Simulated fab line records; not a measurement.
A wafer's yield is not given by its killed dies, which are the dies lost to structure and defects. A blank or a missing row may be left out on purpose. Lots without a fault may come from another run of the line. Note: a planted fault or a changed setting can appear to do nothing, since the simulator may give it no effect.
Chamber matching | flow nand_harc | NHARC_A_STAIRCASE_DESCUM_219 on rie_diel-04 has 4 sister chambers
The step chemistry O2, time 3 s. 4 wafers are shown with their chamber, then 12 later ones without.

## WAFERS WITH THEIR CHAMBER
wafer  | chamber | drypump_motor_current_A (A)
L089.5 | 2       | 5.6
L089.2 | 3       | 6.1
L089.3 | 0       | 5.7
L089.6 | 1       | 5.2

## WAFERS MISSING THEIR CHAMBER
wafer  | drypump_motor_current_A (A)
L091.1 | 5.6
L091.4 | 6.1
L091.5 | 5.7
L092.1 | 6.1
L092.3 | 5.2
L092.5 | 5.8
L097.1 | 5.6
L097.2 | 6.0
L097.3 | 5.8
L097.4 | 5.1
L097.5 | 5.2
L097.6 | 5.8

## WHICH CHAMBER EACH ONE RAN IN
wafer  | from the rows above     | in truth
L091.1 | can't be placed: 2 or 0 | 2
L091.4 | 3                       | 3
L091.5 | can't be placed: 0 or 2 | 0
L092.1 | 3                       | 3
L092.3 | 1                       | 1
L092.5 | can't be placed: 0 or 2 | 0
L097.1 | can't be placed: 2 or 0 | 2
L097.2 | 3                       | 3
L097.3 | can't be placed: 0 or 2 | 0
L097.4 | 1                       | 1
L097.5 | 1                       | 1
L097.6 | can't be placed: 0 or 2 | 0
6 of 12 placed correctly. Cannot be placed on the basis of these rows: 6; the candidates contain the true chamber in 6. Number placed wrongly: 0.
How it was worked out, from the rows above alone: a wafer's distance from a chamber is the root of the sum, over the readings, of the square of ((its reading less the chamber's mean) divided by the reading's scatter). The wafer belongs to the nearest chamber; if the next one is less than 2 further off, it can't be placed. A chamber's mean is the mean of its shown wafers. The scatter (one wafer shown for each chamber): square how far every hidden wafer sits from the nearest shown wafer, average those squares and take the square root.
